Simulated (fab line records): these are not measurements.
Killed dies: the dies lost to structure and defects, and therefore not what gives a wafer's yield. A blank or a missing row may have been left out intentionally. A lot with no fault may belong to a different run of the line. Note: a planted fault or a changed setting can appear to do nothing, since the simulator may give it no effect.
Matching of chambers	flow n5 finfet	rie diel-06 running N5_WELL_APT_DESCUM_30: 4 sister chambers
The step chemistry O2, time 7.9 s. 4 wafers are shown with their chamber, then 7 later ones without.

EACH WAFER AND ITS CHAMBER
wafer	chamber	drypump motor current A (A)
L088.1	3	5.1
L088.2	2	5.4
L088.3	0	5.3
L088.5	1	6.6

WAFERS WITH NO CHAMBER GIVEN
wafer	drypump motor current A (A)
L088.6	5.3
L095.1	6.7
L095.5	5.2
L095.6	5.5
L097.1	6.7
L097.3	5.2
L097.5	6.7

THE CHAMBER EACH PASSED THROUGH
wafer	from the rows above	in truth
L088.6	can't be placed: 0 or 2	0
L095.1	1	1
L095.5	can't be placed: 0 or 3 or 2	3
L095.6	can't be placed: 2 or 0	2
L097.1	1	1
L097.3	can't be placed: 0 or 3 or 2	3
L097.5	1	1
Placed correctly: 3 of 7. Not placeable from these rows: 4 (in 4, the candidates include the true chamber). Placed wrongly: 0.
How it was worked out, from the rows above alone: a wafer's distance from a chamber is the root of the sum, over the readings, of the square of ((its reading less the chamber's mean) divided by the reading's scatter). If the next closest chamber is less than 2 further off than the closest, the wafer can't be placed; otherwise it belongs to the closest. A chamber's mean is the mean of its shown wafers. The scatter (one wafer shown for each chamber): square how far every hidden wafer sits from the nearest shown wafer, average those squares and take the square root.
